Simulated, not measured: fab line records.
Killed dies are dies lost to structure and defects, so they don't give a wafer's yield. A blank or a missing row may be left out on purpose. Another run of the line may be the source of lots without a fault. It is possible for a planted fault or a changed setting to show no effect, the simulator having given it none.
fab line records || flow n5_finfet
record: {"lots": 4, "wafers": 12, "last_day": 19}
route steps=1938 shown BEOL_M9@1428 PASSIVATION@1936
lots that met no fault: taken from a fault-free run of the same line
start_h: hours from the record's first day to the start of the lot's first wafer shown || wait_h: hours from the lot's prior step to this one || " the same as in the row above || L1.1+2: a row that stands for several wafers || - no value, or no start was given || * or withheld: withheld || < > ~ a bound
route shown NAME@n: a module of which the file shows steps, and the number in the route of the first || usual: the fault-free wafers' mean and standard deviation || same: alike in all rows || chamber/n: place in a boat || sites: the reading at each site || _std_site: how widely they spread, as a standard deviation || _edge_site: mean of outer sites minus mean of inner sites || radius_mm: for every site, how far away it sits from the centre of the wafer || mask NAME#n: copy n || behind: the tool/chamber that last shaped the wafer || hold: what put the lot on hold/how long, in hours/how the hold closed || device: transistor that didn't switch, given as n, p or np || end of line: the tests these same wafers got at the end of their route || for a step that has no rows: nothing shown but its recipe || killed: not the wafer's yield, but the dies lost to structure and defects at the first sort || map: per-die view of a wafer (x killed, . not killed, _ where there is no die)
set.NAME: the run value of the setting; set.NAME@STEP: its run value at that earlier step || model.NAME: the simulator's own value behind a step, which no gauge read
lots seen at some steps along the route; tables by step, rows by wafer
services: the hour from which a tool's chamber was out of use, counted from the record's first day as start_h (under 0 if before that day), plus the number of hours and why
== steps ==
step: N5_BEOL_M9_COAT_22
recipe: {"resist": "CAR-EUV", "spin_rpm": 1500, "resist_thk_nm": 30}
step: N5_BEOL_M9_EBR_24
recipe: {"solvent": "PGMEA", "ebr_width_mm": 1.5}
step: N5_BEOL_M9_SOFTBAKE_23
recipe: {"temp_c": 110, "time_s": 60, "resist": "CAR-EUV"}
step: N5_BEOL_M9_EXPOSE_25
recipe: {"mask_id": "V8", "na": 0.33, "source_shape": "annular", "sigma_inner": 0.4, "sigma_outer": 0.8, "polarization": "unpolarized", "dose_mj": 37.25}
step: N5_BEOL_M9_PEB_26
recipe: {"peb_temp_c": 100, "peb_time_s": 60, "resist": "CAR-EUV"}
step: N5_BEOL_M9_DEVELOP_27
recipe: {"develop_time_s": 30, "developer": "TMAH", "resist": "CAR-EUV", "rinse_liquid": "surfactant_rinse", "dry": "air_spin", "dev_temp_c": 23}
step: N5_BEOL_M9_DESCUM_33
recipe: {"chemistry": "O2", "time_s": 7, "source_power_w": 50, "bias_power_w": 20, "pressure_mtorr": 20, "rf_frequency_hz": 2.712e+07, "temp_c": 40, "resist": "CAR-EUV", "o2_flow_sccm": 225}
step: N5_BEOL_M9_ETCH_76
recipe: {"chemistry": "N2/H2", "target": "underlayer", "target_depth_a": 65, "mask_material": "CAR-EUV", "time_s": 5.2, "ion_energy_ev": 200, "pressure_mtorr": 30, "source_w": 840, "bias_w": 150, "n2_flow_sccm": 200, "h2_flow_sccm": 200, "ends": "cleared"}
step: N5_BEOL_M9_ETCH_65
recipe: {"chemistry": "CF4", "target": "SiARC", "target_depth_a": 156, "mask_material": "CAR-EUV", "time_s": 26, "ion_energy_ev": 80, "pressure_mtorr": 40, "source_w": 545, "bias_w": 36, "Ar_flow_sccm": 100, "cf4_flow_sccm": 100, "ends": "cleared"}
step: N5_BEOL_M9_ETCH_66
recipe: {"chemistry": "N2/H2", "target": "SOC", "target_depth_a": 800, "overetch_a": 160, "mask_material": "SiARC", "temp_c": 40, "time_s": 120, "ion_energy_ev": 200, "pressure_mtorr": 30, "source_w": 840, "bias_w": 150, "n2_flow_sccm": 200, "h2_flow_sccm": 200}
usual: {"drypump_motor_current_A": "5.5/0.51", "h2_flow_sccm": "200.0/0.6", "oes_product_au": "0.60/0.051", "rf_fwd_power_W": "835.7/2.6", "rf_vpp_V": "524.1/1.9", "showerhead_plenum_p_Torr": "2.55/0.06", "temp_c": "40.01/0.11", "throttle_valve_pct": "17.86/0.22"}
{"lot.wafer": "L384.2", "tool": "rie_diel-04", "chamber": 1, "start_h": 234.39, "wait_h": 0.0, "drypump_motor_current_A": 6.1, "h2_flow_sccm": 199.1, "oes_product_au": 0.57, "rf_fwd_power_W": 836.7, "rf_hours_counter_h": 182, "rf_vpp_V": 527.3, "showerhead_plenum_p_Torr": 2.64, "temp_c": 39.94, "throttle_valve_pct": 17.84}
{"lot.wafer": "L384.4", "tool": "rie_diel-04", "chamber": 0, "start_h": 234.39, "wait_h": 0.0, "drypump_motor_current_A": 5.1, "h2_flow_sccm": 199.7, "oes_product_au": 0.59, "rf_fwd_power_W": 838.1, "rf_hours_counter_h": 108, "rf_vpp_V": 523.9, "showerhead_plenum_p_Torr": 2.55, "temp_c": 40.13, "throttle_valve_pct": 17.72}
{"lot.wafer": "L384.5", "tool": "rie_diel-04", "chamber": 1, "start_h": 234.39, "wait_h": 0.0, "drypump_motor_current_A": 6.1, "h2_flow_sccm": 199.7, "oes_product_au": 0.56, "rf_fwd_power_W": 837.1, "rf_hours_counter_h": "-", "rf_vpp_V": 526.4, "showerhead_plenum_p_Torr": 2.64, "temp_c": 40.07, "throttle_valve_pct": 17.85}
{"lot.wafer": "L386.3", "tool": "rie_diel-04", "chamber": 3, "start_h": 244.58, "wait_h": 0.0, "drypump_motor_current_A": 5.3, "h2_flow_sccm": 199.9, "oes_product_au": 0.62, "rf_fwd_power_W": 837.6, "rf_hours_counter_h": 71, "rf_vpp_V": 524.4, "showerhead_plenum_p_Torr": 2.58, "temp_c": 40.26, "throttle_valve_pct": 17.74}
{"lot.wafer": "L386.4", "tool": "rie_diel-04", "chamber": 0, "start_h": 244.58, "wait_h": 0.0, "drypump_motor_current_A": 5.1, "h2_flow_sccm": 199.4, "oes_product_au": 0.59, "rf_fwd_power_W": 836.3, "rf_hours_counter_h": 112, "rf_vpp_V": 525.1, "showerhead_plenum_p_Torr": 2.55, "temp_c": 40.15, "throttle_valve_pct": 17.73}
{"lot.wafer": "L386.5", "tool": "rie_diel-04", "chamber": 1, "start_h": 244.58, "wait_h": 0.0, "drypump_motor_current_A": 6.1, "h2_flow_sccm": 200.7, "oes_product_au": 0.57, "rf_fwd_power_W": 835.8, "rf_hours_counter_h": "-", "rf_vpp_V": 527.2, "showerhead_plenum_p_Torr": 2.64, "temp_c": 40.05, "throttle_valve_pct": 17.85}
{"lot.wafer": "L396.3", "tool": "rie_diel-04", "chamber": 0, "start_h": 329.13, "wait_h": 0.0, "drypump_motor_current_A": 5.1, "h2_flow_sccm": 200.4, "oes_product_au": 0.58, "rf_fwd_power_W": 832.8, "rf_hours_counter_h": 136, "rf_vpp_V": 525.5, "showerhead_plenum_p_Torr": 2.54, "temp_c": 39.82, "throttle_valve_pct": 17.77}
{"lot.wafer": "L396.4", "tool": "rie_diel-04", "chamber": 2, "start_h": 329.13, "wait_h": 0.0, "drypump_motor_current_A": 4.9, "h2_flow_sccm": 200.6, "oes_product_au": 0.62, "rf_fwd_power_W": 838.9, "rf_hours_counter_h": 117, "rf_vpp_V": 520.4, "showerhead_plenum_p_Torr": 2.44, "temp_c": 40.02, "throttle_valve_pct": 17.92}
{"lot.wafer": "L396.6", "tool": "rie_diel-04", "chamber": 1, "start_h": 329.13, "wait_h": 0.0, "drypump_motor_current_A": 6.2, "h2_flow_sccm": 200.3, "oes_product_au": 0.56, "rf_fwd_power_W": 837.0, "rf_hours_counter_h": "-", "rf_vpp_V": 527.2, "showerhead_plenum_p_Torr": 2.63, "temp_c": 40.05, "throttle_valve_pct": 17.89}
{"lot.wafer": "L401.1", "tool": "rie_diel-02", "chamber": 3, "start_h": 400.24, "wait_h": 0.0, "drypump_motor_current_A": 5.0, "h2_flow_sccm": 200.4, "oes_product_au": 0.55, "rf_fwd_power_W": 837.9, "rf_hours_counter_h": 229, "rf_vpp_V": 525.9, "showerhead_plenum_p_Torr": 2.64, "temp_c": 39.99, "throttle_valve_pct": 17.87}
{"lot.wafer": "L401.4", "tool": "rie_diel-02", "chamber": 2, "start_h": 400.24, "wait_h": 0.0, "drypump_motor_current_A": 6.4, "h2_flow_sccm": 200.5, "oes_product_au": 0.65, "rf_fwd_power_W": 833.7, "rf_hours_counter_h": 68, "rf_vpp_V": 524.8, "showerhead_plenum_p_Torr": 2.58, "temp_c": 40.11, "throttle_valve_pct": 17.79}
{"lot.wafer": "L401.5", "tool": "rie_diel-02", "chamber": 3, "start_h": 400.24, "wait_h": 0.0, "drypump_motor_current_A": 5.0, "h2_flow_sccm": 200.2, "oes_product_au": 0.54, "rf_fwd_power_W": 838.1, "rf_hours_counter_h": "-", "rf_vpp_V": 526.3, "showerhead_plenum_p_Torr": 2.64, "temp_c": 40.03, "throttle_valve_pct": 17.89}
step: N5_BEOL_M9_STRIP_69
recipe: {"chemistry": "N2/H2", "temp_c": 40, "n2_flow_sccm": 200, "h2_flow_sccm": 200, "rf_frequency_hz": 6e+07}
step: N5_BEOL_M9_STRIP_77
recipe: {"chemistry": "N2/H2", "temp_c": 40, "n2_flow_sccm": 200, "h2_flow_sccm": 200, "rf_frequency_hz": 6e+07}
step: N5_BEOL_M9_VIA_ETCH_34
recipe: {"chemistry": "C4F6/O2", "target": "SiCOH_lowk", "target_depth_a": 1824, "mask_material": "SOC", "taper_deg": 4, "time_s": 68.4, "ion_energy_ev": 250, "pressure_mtorr": 30, "source_w": 345, "bias_w": 185, "Ar_flow_sccm": 300, "C4F6_flow_sccm": 10, "O2_flow_sccm": 10}
step: N5_BEOL_M9_STRIP_73
recipe: {"chemistry": "C4F6/O2", "resist": "SiARC", "rf_frequency_hz": 6e+07}
step: N5_BEOL_M9_STRIP_36
recipe: {"chemistry": "N2/H2", "power_w": 450, "temp_c": 40, "pressure_mtorr": 20, "rf_frequency_hz": 6e+07, "overash_fraction": 0.3, "bias_power_w": 7, "h2_frac": 0.5, "n2_flow_sccm": 200, "h2_flow_sccm": 200}
step: N5_BEOL_M9_TRENCH_ETCH_37
recipe: {"chemistry": "C4F6/O2", "target_depth_a": 1514.3, "target": "SiCOH_lowk", "time_s": 49, "ion_energy_ev": 250, "pressure_mtorr": 30, "source_w": 345, "bias_w": 185, "Ar_flow_sccm": 300, "C4F6_flow_sccm": 10, "O2_flow_sccm": 10}
step: N5_BEOL_M9_ETCH_41
recipe: {"chemistry": "CH3F/O2", "target": "SiCN", "target_depth_a": 366, "taper_deg": 2, "time_s": 70.1, "ion_energy_ev": 120, "mask_material": "TiN", "pressure_mtorr": 30, "source_w": 395, "bias_w": 75, "Ar_flow_sccm": 150, "CH3F_flow_sccm": 30, "O2_flow_sccm": 20}
step: N5_BEOL_M9_STRIP_80
recipe: {"chemistry": "N2/H2", "time_s": 10, "power_w": 450, "temp_c": 40, "pressure_mtorr": 20, "rf_frequency_hz": 6e+07, "bias_power_w": 7, "n2_flow_sccm": 200, "h2_flow_sccm": 200}
step: N5_BEOL_M9_HM_STRIP_39
recipe: {"chemistry": "peroxide_tin_strip", "material": "TiN", "target_depth_a": 250, "temp_c": 50, "time_s": 158}
step: N5_BEOL_M9_SRD_40
recipe: {"time_s": 30, "temp_c": 23, "rinse_liquid": "diw", "dry": "ipa_marangoni"}
step: N5_BEOL_M9_PRECLEAN_42
recipe: {"chemistry": "residue_remover", "time_s": 60, "temp_c": 40}
step: N5_BEOL_M9_SRD_43
recipe: {"time_s": 30, "temp_c": 23, "rinse_liquid": "diw", "dry": "ipa_marangoni"}
step: N5_BEOL_M9_CURE_72
recipe: {"temp_c": 370, "time_s": 120, "ambient": "DMADMS/He", "material": "SiCOH_lowk"}
step: N5_BEOL_M9_DEGAS_44
recipe: {"ambient": "vacuum", "temp_c": 250, "time_s": 60}
step: N5_BEOL_M9_PRE_CLEAN_45
recipe: {"gas": "H2/He", "time_s": 30, "temp_c": 250}
step: N5_BEOL_M9_ALD_74
recipe: {"material": "TaN", "target_thk_a": 20, "temp_c": 275, "ald_precursor_family": "PDMAT", "ald_co_reactant": "NH3", "pressure_torr": 3, "carrier_flow_sccm": 1500, "pulse_time_s": 2, "purge_time_s": 3, "co_reactant_purge_time_s": 2, "co_reactant_pulse_time_s": 3, "ald_cycles": 40, "precursor_vessel_temp_c": 75, "precursor_vessel_pressure_torr": 26.25, "precursor_vessel_carrier_sccm": 1000}
step: N5_BEOL_M9_SURFACE_TREAT_79
recipe: {"gas": "Ar", "time_s": "*", "ion_energy_ev": "*", "ion_current_ma_cm2": 0.5, "pressure_mtorr": "*", "ar_flow_sccm": 30}
step: N5_BEOL_M9_CVD_78
recipe: {"material": "Co", "target_thk_a": 20, "temp_c": "withheld", "precursor": "CCTBA/H2", "pressure_torr": 30, "time_s": 138.9}
step: N5_BEOL_M9_SPUTTER_48
recipe: {"material": "Cu", "target_thk_a": 120, "temp_c": -20, "bias_v": 60, "power_w": 26000, "chamber_pressure_pa": 0.13, "time_s": 2}
step: N5_BEOL_M9_ECD_50
recipe: {"material": "Cu", "target_thk_a": 3180}
step: N5_BEOL_M9_ANNEAL_51
recipe: {"temp_c": 225, "time_s": 90, "ambient": "N2"}
step: N5_BEOL_M9_CMP_52
recipe: {"stop_on": "SiCOH_lowk", "t_overpolish_s": 7, "down_force_psi": 1, "platen_rpm": 50, "clearing_platen_down_force_psi": 1.5, "clearing_platen_rpm": 50, "post_cmp_clean": "cu_alkaline", "target_thk_nm": 140, "clearing_platen_pad_velocity_m_s": 0.99484, "pad_velocity_m_s": 0.99484}
step: N5_BEOL_M9_PRE_CLEAN_55
recipe: {"gas": "NH3", "time_s": 15, "temp_c": "withheld", "rf_power_w": 300}
step: N5_BEOL_M9_DEP_56
recipe: {"material": "SiCN", "target_thk_a": 150, "temp_c": "withheld", "precursor": "3MS/NH3", "pressure_torr": 3, "rf_w": 202, "time_s": 26.5}
step: N5_PASSIVATION_PROBE_49
usual: {"defect_limited_yield": "91.3/1.7", "killed_at_M0_to_M3": "33/9.9", "killed_at_M4_up": "14/6.4", "killed_at_contacts": "12/7", "killed_at_front_end": "41/13", "killed_at_other": "3.1/2.9", "killed_dies": "103/20", "killed_on_rim": "13/4", "killed_open": "67/14", "killed_short": "34/9.4", "sort_bin_4_leakage": "0.03/0.24", "sort_bin_5_function": "5.1/1.1", "sort_bin_6_memory": "3.2/0.79", "sort_bin_8_speed": "0.02/0.15", "sort_n_pass": "1077/21", "sort_yield_pct": "91.2/1.7"}
same: {"gross_dies": 1180, "killed_at_back_side": 0}
{"lot.wafer": "L384.2", "tool": "prober-01", "chamber": "-", "start_h": 291.35, "wait_h": 0.1, "defect_limited_yield[%]": 80.3, "killed_at_M0_to_M3": 41, "killed_at_M4_up": 139, "killed_at_contacts": 9, "killed_at_front_end": 43, "killed_at_other": 0, "killed_dies": 232, "killed_on_rim": 27, "killed_open": 57, "killed_short": 41, "sort_bin_4_leakage[%]": 0, "sort_bin_5_function[%]": 12.5, "sort_bin_6_memory[%]": 4.0, "sort_bin_8_speed[%]": 0, "sort_n_pass": 948, "sort_yield_pct[%]": 80.3}
{"lot.wafer": "L384.4", "tool": "prober-01", "chamber": "-", "start_h": 291.45, "wait_h": 0.2, "defect_limited_yield[%]": 91.8, "killed_at_M0_to_M3": 14, "killed_at_M4_up": 14, "killed_at_contacts": 19, "killed_at_front_end": 47, "killed_at_other": 3, "killed_dies": 97, "killed_on_rim": 16, "killed_open": 64, "killed_short": 33, "sort_bin_4_leakage[%]": 0, "sort_bin_5_function[%]": 4.4, "sort_bin_6_memory[%]": 3.6, "sort_bin_8_speed[%]": 0, "sort_n_pass": 1083, "sort_yield_pct[%]": 91.8}
{"lot.wafer": "L384.5", "tool": "prober-01", "chamber": "-", "start_h": 291.50, "wait_h": 0.2, "defect_limited_yield[%]": 81.4, "killed_at_M0_to_M3": 45, "killed_at_M4_up": 143, "killed_at_contacts": 9, "killed_at_front_end": 19, "killed_at_other": 4, "killed_dies": 220, "killed_on_rim": 30, "killed_open": 53, "killed_short": 34, "sort_bin_4_leakage[%]": 0, "sort_bin_5_function[%]": 11.3, "sort_bin_6_memory[%]": 3.9, "sort_bin_8_speed[%]": 0, "sort_n_pass": 960, "sort_yield_pct[%]": 81.4}
{"lot.wafer": "L386.3", "tool": "prober-01", "chamber": "-", "start_h": 305.77, "wait_h": 0.1, "defect_limited_yield[%]": 87.7, "killed_at_M0_to_M3": 43, "killed_at_M4_up": 24, "killed_at_contacts": 7, "killed_at_front_end": 71, "killed_at_other": 0, "killed_dies": 145, "killed_on_rim": 15, "killed_open": 91, "killed_short": 52, "sort_bin_4_leakage[%]": 0, "sort_bin_5_function[%]": 7.7, "sort_bin_6_memory[%]": 4.3, "sort_bin_8_speed[%]": 0, "sort_n_pass": 1035, "sort_yield_pct[%]": 87.7}
{"lot.wafer": "L386.4", "tool": "prober-01", "chamber": "-", "start_h": 305.82, "wait_h": 0.2, "defect_limited_yield[%]": 88.5, "killed_at_M0_to_M3": 35, "killed_at_M4_up": 25, "killed_at_contacts": 9, "killed_at_front_end": 67, "killed_at_other": 0, "killed_dies": 136, "killed_on_rim": 17, "killed_open": 81, "killed_short": 44, "sort_bin_4_leakage[%]": 0, "sort_bin_5_function[%]": 6.3, "sort_bin_6_memory[%]": 4.2, "sort_bin_8_speed[%]": 0, "sort_n_pass": 1044, "sort_yield_pct[%]": 88.5}
{"lot.wafer": "L386.5", "tool": "prober-01", "chamber": "-", "start_h": 305.87, "wait_h": 0.2, "defect_limited_yield[%]": 76.3, "killed_at_M0_to_M3": 42, "killed_at_M4_up": 153, "killed_at_contacts": 21, "killed_at_front_end": 63, "killed_at_other": 1, "killed_dies": 280, "killed_on_rim": 34, "killed_open": 98, "killed_short": 50, "sort_bin_4_leakage[%]": 0, "sort_bin_5_function[%]": 13.1, "sort_bin_6_memory[%]": 6.4, "sort_bin_8_speed[%]": 0, "sort_n_pass": 900, "sort_yield_pct[%]": 76.3}
killed by level:class
L384.2 BEOL_M9:unspecified=133 STI_FIN_REVEAL:geometric_particle:open=14 BEOL_M0_SAQP:geometric_particle:open=10 BEOL_M0_SAQP:geometric_particle:short=10 BEOL_M1:geometric_particle:open=9 GATE_CUT:geometric_particle:short=6 DUMMY_GATE:geometric_particle:open=5 MOL_CONTACT_COAG:geometric_particle:open=5
L384.4 STI_FIN_REVEAL:geometric_particle:open=17 MOL_CONTACT_COAG:geometric_particle:open=15 BEOL_M0_SAQP:geometric_particle:short=7 FIN_SAQP:geometric_particle:short=6 DUMMY_GATE:geometric_particle:open=5 FIN_SAQP:geometric_particle:open=4 MOL_CONTACT_COAG:geometric_particle:short=4 BEOL_M0_SAQP:geometric_particle:open=4
L384.5 BEOL_M9:unspecified=132 BEOL_M0_SAQP:geometric_particle:short=16 BEOL_M0_SAQP:geometric_particle:open=10 MOL_CONTACT_COAG:geometric_particle:open=8 BEOL_M3:geometric_particle:open=8 DUMMY_GATE:geometric_particle:open=5 BEOL_M1:geometric_particle:open=4 BEOL_M1:geometric_particle:short=3
L386.3 FIN_SAQP:geometric_particle:open=16 STI_FIN_REVEAL:geometric_particle:open=12 BEOL_M0_SAQP:geometric_particle:short=12 FIN_SAQP:geometric_particle:short=11 DUMMY_GATE:geometric_particle:open=9 BEOL_M4:geometric_particle:open=9 MOL_CONTACT_COAG:geometric_particle:open=7 BEOL_M0_SAQP:geometric_particle:open=7
L386.4 BEOL_M4:geometric_particle:open=15 FIN_SAQP:geometric_particle:short=11 STI_FIN_REVEAL:geometric_particle:open=11 BEOL_M0_SAQP:geometric_particle:short=10 BEOL_M0_SAQP:geometric_particle:open=10 FIN_SAQP:geometric_particle:open=9 MOL_CONTACT_COAG:geometric_particle:open=9 HKMG_FIN:area_etch=8
L386.5 BEOL_M9:unspecified=131 MOL_CONTACT_COAG:geometric_particle:open=16 FIN_SAQP:geometric_particle:open=15 STI_FIN_REVEAL:geometric_particle:open=14 BEOL_M0_SAQP:geometric_particle:short=14 FIN_SAQP:geometric_particle:short=10 BEOL_M4:geometric_particle:open=8 STI_FIN_REVEAL:geometric_particle:short=7
map L384.2 (x killed, . not)
_________________......x.....________________
______________x.........x...x..._____________
___________........x...............__________
__________.....................x...._________
________..x..............x............_______
_______..x...x..x.........x.......x...x______
______.x..............x.x.......x......._____
_____.............x....x.....xx.........x____
____......x..................x............___
___.....x........xx............x.x.........__
___.....................................xx.__
__....x........x......x..........x.........._
__.....x.x................x........xx......._
_....x.....x...x.............................
_x.............x..........x..................
_...........xx..xx...x....x..................
_.......x.....x.......x......................
_x..........x..............x..x.xx.....x.....
_....xx.........x...x.x.x....................
_.....x.........xx...........................
_..................x......x..x...............
__xx.............................x.x........_
__.......x..............x..xxxx.x.x...x....._
___...x....x...........x..xx.xxxx.x........__
___...............x....xxxxxxxxxxxxx.x..x..__
____....................xxxxxxxxxxxxx.....___
_____...x....x.......x.x.xxxxxxxxxxx.....____
______....x.........xxxxxxxxxxxxxxxx...._____
_______...........x...x.xxxxxxxxxxxxxx.______
________.x..x..........xxxxxxxxxxxxxxx_______
__________...x........xxxxxxxxxxxxxx_________
___________....x......x.xxxxxxxxxxx__________
______________.....x...xxxxxxxxx_____________
_________________......x....x________________
map L386.5 (x killed, . not)
_________________..x...x.....________________
______________.x..............x._____________
___________.....x..................__________
__________x.............x..........._________
________..x......x..x.x..............._______
_______x.x............xx.x...x...x.x...______
______.x...x.................x.....x...._____
_____.x....................x.............____
____......x..x..........x......x.....xxx..___
___x...x.x....x..x...........xxx...........__
___......x.............x..x...............x__
__.............x............x.xx.....x......_
__..x......x.....x.x................x......._
_...........x.x...x.............x........x..x
_.....x.x.............x......................
_x.x....x..x.................x.xxx...........
_.x........x......x.............x..x.........
_.............x..........................x...
_.....x..........x........xxx...x............
_....x............x...x.........xx.........x.
_x..x.xxx.............xx.x......xx.....x.....
__....x.......xx....x......x....x..........._
__..x......x...xx......x..x.x...x....x......_
___.............x...x...x.xxx.xxxxx...xx...__
___.xx..x....x..x...x...xxxxxxxx.xxxxx..xx.__
____.......x....x...x.xxxxxxxxxxxxxx......___
_____..x..............xxxxxxxxxxxxxxx....____
______x......x......x.xxxxxxxxxxxxxxxx.._____
_______..xx......xx..xxxxxxxxxxxxxxxx..______
________.x....x........xxxxxxxxxxxxx.._______
__________.....x.....xxxxxxxxxxxxxxx_________
___________..........xx.xxxxxxxxxx.__________
______________........x.xxxxxxxx_____________
_________________.x..xx.x..xx________________
== services ==
{"tool": "rie_diel-04", "chamber": 3, "start_h": 342.35, "hours": 3.4, "kind": "repair"}
{"tool": "rie_diel-02", "chamber": 0, "start_h": 344.87, "hours": "-", "kind": "clean"}
{"tool": "rie_diel-02", "chamber": 0, "start_h": 344.87, "hours": "-", "kind": "consumable_replace:focus_ring"}
{"tool": "rie_diel-02", "chamber": 0, "start_h": 344.87, "hours": 15.9, "kind": "scheduled_down"}
{"tool": "rie_diel-02", "chamber": 0, "start_h": 344.87, "hours": 15.9, "kind": "vent_cycle"}
{"tool": "rie_diel-02", "chamber": 3, "start_h": 347.28, "hours": 2.8, "kind": "repair"}
{"tool": "rie_diel-04", "chamber": 0, "start_h": 359.94, "hours": 1.7, "kind": "repair"}
{"tool": "rie_diel-04", "chamber": 3, "start_h": 395.94, "hours": 23.0, "kind": "repair"}
== key ==
first_sign: {"step": "N5_PASSIVATION_PROBE_49", "reading": "killed_at_M4_up", "direction": "up", "sigmas": 21, "usual": 14, "struck": 145}
effect: {"step": "N5_PASSIVATION_PROBE_49", "reading": "killed_dies", "direction": "up", "sigmas": 6.9, "usual": 103, "struck": 244}
more_kills_born_at: {"N5_BEOL_M9_ETCH_66@rie_diel-04": 396}
met_at N5_BEOL_M9_ETCH_66
struck_wafers L384.2,L384.5,L386.5
fault: {"kind": "chamber_particle_source", "tool": "rie_diel-04", "chamber": 1, "onset_h": 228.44, "steps": "N5_BEOL_M9_ETCH_66", "rate_per_visit_cm2": 1.3624, "end_h": 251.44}
